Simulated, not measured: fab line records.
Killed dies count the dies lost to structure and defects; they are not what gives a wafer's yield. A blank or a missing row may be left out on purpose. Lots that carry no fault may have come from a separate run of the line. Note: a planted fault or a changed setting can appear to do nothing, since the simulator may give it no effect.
The tool behind it: which one?	flow nand_harc	14 lots with 42 wafers sampled at 4 steps, on a route of 1302 steps

== WHAT THE GAUGES SHOWED, per wafer ==
NHARC_A_ONON_D1_THK_MEAS_11: measures by ellipsometry.
lot	measured	on	thk_nm (nm)
L557	day 8 02:00	film_metro-01	1010 1011 1010
L558	day 8 02:00	film_metro-02	1006 1004 1005
L560	day 8 18:40	film_metro-01	1009 1011 1009
L562	day 9 20:52	film_metro-02	998 996 995
L564	day 10 19:22	film_metro-01	983 985 985
L570	day 13 06:59	film_metro-02	1000 1444 1000
L571	day 13 22:50	film_metro-01	1004 1447 1447
L572	day 13 22:53	film_metro-02	1005 1003 1004
L573	day 14 16:42	film_metro-02	1008 1006 1007
L576	day 15 17:14	film_metro-02	1002 1002 1001
L577	day 16 03:55	film_metro-02	990 993 993
L578	day 17 01:46	film_metro-01	991 990 992
L579	day 17 01:43	film_metro-01	993 994 995
L580	day 17 14:23	film_metro-01	1005 1007 1004

NHARC_END_SORT_01.
lot	measured	on	killed_at_array	killed_at_other	killed_at_periphery	killed_dies	killed_open	killed_short
L570	day 30 07:37	prober-01	54 670 49	1 1 1	4 6 5	59 677 55	1 6 5	1 3 4
L571	day 29 23:02	prober-01	47 674 673	1 0 0	2 3 4	50 677 677	2 5 4	2 1 0

== TOOL THAT RAN EACH LOT (tool first, then ch and the chambers of the sampled wafers, then the start) ==
lot	NHARC_A_ZERO_WELL_DESCUM_12	NHARC_A_ONON_D1_DEP_09
L557	rie_diel-01 ch 0,1,2, day 7 02:28	pecvd_onon-03 ch 0, day 8 01:40
L558	rie_diel-07 ch 1,2, day 7 03:07	pecvd_onon-04 ch 0, day 8 01:37
L560	rie_diel-01 ch 2,3, day 7 20:14	pecvd_onon-04 ch 0, day 8 18:10
L562	rie_diel-01 ch 0,2,3, day 8 21:26	pecvd_onon-04 ch 0, day 9 20:22
L564	rie_diel-13 ch 1,2,3, day 9 18:07	pecvd_onon-02 ch 0, day 10 18:55
L570	rie_diel-01 ch 0,1,3, day 12 06:46	pecvd_onon-03 ch 0, day 13 06:35
L571	rie_diel-13 ch 2,3, day 12 19:38	pecvd_onon-03 ch 0, day 13 22:23
L572	rie_diel-01 ch 1,3, day 12 21:01	pecvd_onon-04 ch 0, day 13 22:22
L573	rie_diel-01 ch 2,3, day 13 11:14	pecvd_onon-04 ch 0, day 14 16:11
L576	rie_diel-01 ch 0,1,2, day 14 15:32	pecvd_onon-02 ch 0, day 15 16:44
L577	rie_diel-01 ch 1,3, day 15 04:10	pecvd_onon-04 ch 0, day 16 03:23
L578	rie_diel-01 ch 0,2,3, day 16 02:20	pecvd_onon-02 ch 0, day 17 01:18
L579	rie_diel-13 ch 0,3, day 16 04:48	pecvd_onon-03 ch 0, day 17 01:16
L580	rie_diel-01 ch 0,2,3, day 16 14:30	pecvd_onon-03 ch 0, day 17 13:52
- NHARC_A_ZERO_WELL_DESCUM_12: chemistry O2, time 3 s.
- NHARC_A_ONON_D1_DEP_09: target thk 1000 nm.

== WHAT THE TOOLS THEMSELVES READ (means of the sampled wafers that have a number; where no wafer has one, the mark that the record gives instead) ==
NHARC_A_ZERO_WELL_DESCUM_12.
lot	tool	drypump_motor_current_A (A)	mfc_ar_sccm (sccm)	oes_product_au (a.u.)	rf_vpp_V (V)	showerhead_plenum_p_Torr (Torr)	throttle_valve_pct (%)
L557	rie_diel-01	5.3	0.021	0.987	57.4	1.96	11.318
L558	rie_diel-07	5.5	0.010	1.004	58.4	1.88	11.313
L560	rie_diel-01	5.7	0.023	1.010	58.8	2.02	11.313
L562	rie_diel-01	5.4	0.021	1.006	57.3	1.97	11.322
L564	rie_diel-13	5.8	0.000	0.984	58.3	1.89	11.315
L570	rie_diel-01	5.5	0.033	1.002	58.1	2.00	11.307
L571	rie_diel-13	6.1	0.000	0.985	57.0	1.89	11.307
L572	rie_diel-01	5.8	0.035	1.008	58.1	2.04	11.307
L573	rie_diel-01	5.5	0.012	1.001	57.5	1.98	11.306
L576	rie_diel-01	5.3	0.021	1.005	58.1	1.96	11.310
L577	rie_diel-01	5.8	0.034	1.019	59.0	2.03	11.313
L578	rie_diel-01	5.4	0.021	0.997	58.3	1.97	11.312
L579	rie_diel-13	6.3	0.000	1.001	58.3	1.89	11.307
L580	rie_diel-01	5.4	0.021	1.002	58.3	1.97	11.313

== THE ANSWER, worked out from the rows above alone ==
Rule: the usual values come from the lots themselves. The widest of any qualifying gaps counts: lots, ordered by their means at a reading, are off when they make up no more than a third of the lots, leave a main group of 4 or more, and stand apart from it by 3 or more times the standard deviation of that group's means. A main group is skipped when, at the precision printed for the reading in the tables above, its means are all equal. A lot without any number at a reading at which 4 lots or more have one is off too. Where the step has rows for the other lots, those lots are counted as sound. Order of review: gauges by route order, followed by the tools' own readings, for which a lot's mean as printed above is used. At the first step where some lot is off, the reading lying furthest off is the one used; lots without a number count as furthest.
Off: L570, L571, at NHARC_A_ONON_D1_THK_MEAS_11 (thk_nm). For the main group the mean is 1000 nm and the standard deviation 8.
If a tool, at a process step before that reading, ran all the lots that are off and no sound lot after the first of them, it fits. Those tools and the gauges at NHARC_A_ONON_D1_THK_MEAS_11 are tried in the same way. Of those tried, none fits.

== WHAT THE SIMULATOR PUT IN ==
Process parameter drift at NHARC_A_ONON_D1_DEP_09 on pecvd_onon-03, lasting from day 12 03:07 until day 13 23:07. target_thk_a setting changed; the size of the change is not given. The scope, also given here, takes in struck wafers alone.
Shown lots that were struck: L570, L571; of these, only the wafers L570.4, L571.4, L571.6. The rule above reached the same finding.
